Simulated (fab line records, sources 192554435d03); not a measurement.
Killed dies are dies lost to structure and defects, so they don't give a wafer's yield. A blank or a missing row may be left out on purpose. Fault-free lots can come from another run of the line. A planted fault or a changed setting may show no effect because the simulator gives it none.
Chamber matching | flow n5_finfet | rie_si-04 running N5_FIN_CUT_CUT_ETCH_15: 4 sister chambers
The step etches Si in HBr/Cl2/O2, target depth 100 nm, bt time 10 s, time 42.4 s. 8 wafers are shown with their chamber, then 8 later ones without.

EACH WAFER AND ITS CHAMBER
wafer  | chamber | throttle_valve_pct (%) | oes_product_au (a.u.)
L078.1 | 1       | 37.1                   | 0.973
L080.2 | 3       | 37.0                   | 1.000
L086.3 | 1       | 37.1                   | 0.968
L086.5 | 0       | 37.1                   | 0.990
L087.1 | 0       | 37.1                   | 0.998
L087.3 | 3       | 37.1                   | 0.999
L087.4 | 2       | 36.8                   | 1.019
L094.1 | 2       | 36.8                   | 1.024

WAFERS MISSING THEIR CHAMBER
wafer  | throttle_valve_pct (%) | oes_product_au (a.u.)
L094.5 | 37.1                   | 0.968
L094.6 | 36.8                   | 1.025
L095.1 | 37.1                   | 0.997
L095.2 | 36.8                   | 1.025
L095.3 | 37.2                   | 0.973
L095.4 | 37.1                   | 0.988
L095.5 | 37.1                   | 0.997
L095.6 | 36.8                   | 1.020

WHICH CHAMBER EACH WENT THROUGH
wafer  | from the rows above     | in truth
L094.5 | 1                       | 1
L094.6 | 2                       | 2
L095.1 | can't be placed: 0 or 3 | 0
L095.2 | 2                       | 2
L095.3 | 1                       | 1
L095.4 | can't be placed: 0 or 3 | 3
L095.5 | can't be placed: 0 or 3 | 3
L095.6 | 2                       | 2
5 of 8 placed correctly. These rows do not allow placing 3 (true chamber among the candidates in 3). 0 placed wrongly.
How it was worked out, from the rows above alone: a wafer's distance from a chamber is the root of the sum, over the readings, of the square of ((its reading less the chamber's mean) divided by the reading's scatter). If the next closest chamber is less than 2 further off than the closest, the wafer can't be placed; otherwise it belongs to the closest. A chamber's mean is the mean of its shown wafers. The scatter is the square root of a quotient: the sum, over the shown wafers, of each reading's squared deviation from its chamber's mean, divided by wafers minus chambers.
